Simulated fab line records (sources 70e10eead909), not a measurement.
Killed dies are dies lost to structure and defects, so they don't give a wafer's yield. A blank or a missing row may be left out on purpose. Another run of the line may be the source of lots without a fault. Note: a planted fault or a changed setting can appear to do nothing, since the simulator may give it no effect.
Struck lot and sound lot, side by side / flow nand-harc / 40 out of 1159 route steps
Sound: wafers L358.2, L358.5, L358.6. Struck: wafer L352.3 (L352.2, L352.5, from the same lot, were not struck and are left out); the cause is given at the end.
Per side, at each step with rows, come the tool, then ch with its chambers, and then its first start. Under that, the readings that differ: sound wafers / struck wafers / difference of the means / sigmas: that difference in standard deviations of wafers without a fault.
alike: readings whose means differ by less than 2 such deviations, and words and numbers that are the same on both sides. not compared: withheld readings, readings that some wafer has no value for, bounds like >300 that may hide the same value, and numbers for which the record gives no deviation and whose values overlap.
Wherever a step has rows on one side only, a row that says differs or no value, or a row with sigmas, the two part there. Numbers that have no deviation but don't overlap get no sigmas and don't part them. A reading that every wafer of one side lacks parts them only if that side has two wafers or more.

first, 2 steps without rows for these wafers: NHARC_A_STAIRCASE_SRD_154; NHARC_A_STAIRCASE_ETCH_403 (etches SiO2 in dHF, target depth 108.2 nm).
NHARC_A_STAIRCASE_ETCHBACK_422: etches the open film in CH3F/O2, target depth 40 nm, time 74.286 s.
  sound on rie-diel-08 ch 0,1,2, day 18 13:14; struck on rie-diel-01 ch 1, day 16 15:06
  alike: drypump-motor-current-A, oes-product-au, rf-vpp-V, showerhead-plenum-p-Torr, throttle-valve-pct
  not compared: rf-hours-counter-h
then, 6 steps without rows for these wafers: NHARC_A_STAIRCASE_ETCH_423 (etches SiO2 in dHF, target depth 30 nm); NHARC_A_STAIRCASE_ETCHBACK_157 (etches the open film in CH3F/O2, target depth 90 nm, time 167.14 s); NHARC_A_STAIRCASE_STRIP_475 (strips in O2, time 20 s); NHARC_A_STAIRCASE_DEP_471 (deposits SiO2, target thk 100 nm); NHARC_A_STAIRCASE_CMP_472 (polishes SiO2); NHARC_A_STAIRCASE_SRD_474.
NHARC_A_STAIRCASE_INSPECT_155:
  sound on defect-inspect-02, day 18 14:54; struck on defect-inspect-01, day 16 16:26
  alike: raw-defect-count
NHARC_A_SGD_CUT_DEP_00: deposits SiNx, target thk 50 nm.
  sound on pecvd-04 ch 0,2, day 18 15:15; struck on pecvd-01 ch 1, day 16 16:30
  alike: heater-power-outer-w, heater-power-w
then, 10 steps without rows for these wafers: NHARC_A_SGD_CUT_DEHYDRATE_01 (time 120 s); NHARC_A_SGD_CUT_HMDS_02 (time 30 s); NHARC_A_SGD_CUT_COAT_56 (time 75 s); NHARC_A_SGD_CUT_COAT_57 (time 65 s); NHARC_A_SGD_CUT_COAT_03 (resist thk 90 nm); NHARC_A_SGD_CUT_SOFTBAKE_04 (time 55 s); NHARC_A_SGD_CUT_EBR_05; NHARC_A_SGD_CUT_EXPOSE_06 (exposes mask SGD); NHARC_A_SGD_CUT_PEB_07 (peb time 65 s); NHARC_A_SGD_CUT_DEVELOP_08 (develop time 35 s).
NHARC_A_SGD_CUT_CD_MEAS_09: target cd 100 nm.
  sound on cd-sem-01 ch 0, day 18 15:56; struck on cd-sem-03 ch 0, day 16 17:13
  alike: cd-nm
NHARC_A_SGD_CUT_OVL_MEAS_10:
  sound on overlay-02, day 18 16:02; struck on overlay-02, day 16 17:18
  alike: overlay-x-nm, overlay-y-nm
NHARC_A_SGD_CUT_INSPECT_11:
  sound on defect-inspect-01, day 18 16:04; struck on defect-inspect-01, day 16 17:20
reading=raw-defect-count; sound=11 16 14; struck=32; difference=+18; sigmas=+2
then, 1 step without rows for these wafers: NHARC_A_SGD_CUT_DESCUM_14 (chemistry O2, time 3 s).
NHARC_A_SGD_CUT_ETCH_58: etches the open film in CF4, target depth 39 nm, time 65 s.
  sound on rie-diel-09 ch 1,3, day 18 16:14; struck on rie-diel-02 ch 3, day 16 17:30
reading=cf4-flow-sccm (sccm); sound=149.7 149.3 149.7; struck=150.6; difference=+1.0; sigmas=+2
reading=showerhead-plenum-p-Torr (Torr); sound=1.84 1.80 1.84; struck=1.65; difference=-0.18; sigmas=-4
  alike: drypump-motor-current-A, oes-product-au, rf-vpp-V, throttle-valve-pct
  not compared: rf-hours-counter-h
NHARC_A_SGD_CUT_ETCH_59: etches the open film in N2/H2, target depth 260 nm, time 406.25 s.
  sound: rie-diel-09 ch 0,1; struck: rie-diel-02 ch 0
  alike: drypump-motor-current-A, oes-product-au, rf-vpp-V, showerhead-plenum-p-Torr, throttle-valve-pct
  not compared: rf-hours-counter-h
then, 8 steps without rows for these wafers: NHARC_A_SGD_CUT_ETCH_15 (etches the open film in CH3F/O2, target depth 75 nm, time 64.3 s); NHARC_A_SGD_CUT_ETCH_16 (etches the open film in C4F8/O2/Ar, target depth 310.5 nm, time 155.2 s); NHARC_A_SGD_CUT_STRIP_60 (strips in C4F8/O2/Ar); NHARC_A_SGD_CUT_STRIP_17 (strips in O2); NHARC_A_SGD_CUT_PRECLEAN_18 (cleans in SC1); NHARC_A_SGD_CUT_SRD_19; NHARC_A_SGD_CUT_DEP_20 (deposits SiO2, target thk 150 nm); NHARC_A_SGD_CUT_ANNEAL_27 (time 1800 s).
NHARC_A_SGD_CUT_CMP_21: polishes, target thk 148.19 nm.
  sound on cmp-01 ch 0,1,3, day 19 00:26; struck on cmp-03 ch 2, day 16 23:40
  alike: motor-current-A, time-to-endpoint-s
then, 2 steps without rows for these wafers: NHARC_A_SGD_CUT_SRD_23; NHARC_A_SGD_CUT_ETCH_26 (etches SiO2 in dHF, target depth 45.8 nm).
NHARC_A_SGD_CUT_ETCHBACK_24: etches the open film in CH3F/O2, target depth 50 nm, time 92.857 s.
  sound on rie-diel-03 ch 0,1, day 19 00:51; struck on rie-diel-02 ch 1, day 17 00:13
reading=drypump-motor-current-A (A); sound=6.1 5.7 6.1; struck=4.9; difference=-1.1; sigmas=-3
  alike: oes-product-au, rf-vpp-V, showerhead-plenum-p-Torr, throttle-valve-pct
  not compared: rf-hours-counter-h
-- jump in the record: it breaks off in module A_SGD_CUT and resumes in module END (first step shown: number 1159 of the route), and 5 days separate the struck wafers' starts before and after --
NHARC_END_SORT_01:
  the record has rows for the struck wafers here (prober-02 ch 0, day 22 11:31) and none for the sound ones

WHERE THEY PART
At NHARC_A_SGD_CUT_INSPECT_11 first; at NHARC_END_SORT_01 last (within this record only).

WHY: what the simulator had put in
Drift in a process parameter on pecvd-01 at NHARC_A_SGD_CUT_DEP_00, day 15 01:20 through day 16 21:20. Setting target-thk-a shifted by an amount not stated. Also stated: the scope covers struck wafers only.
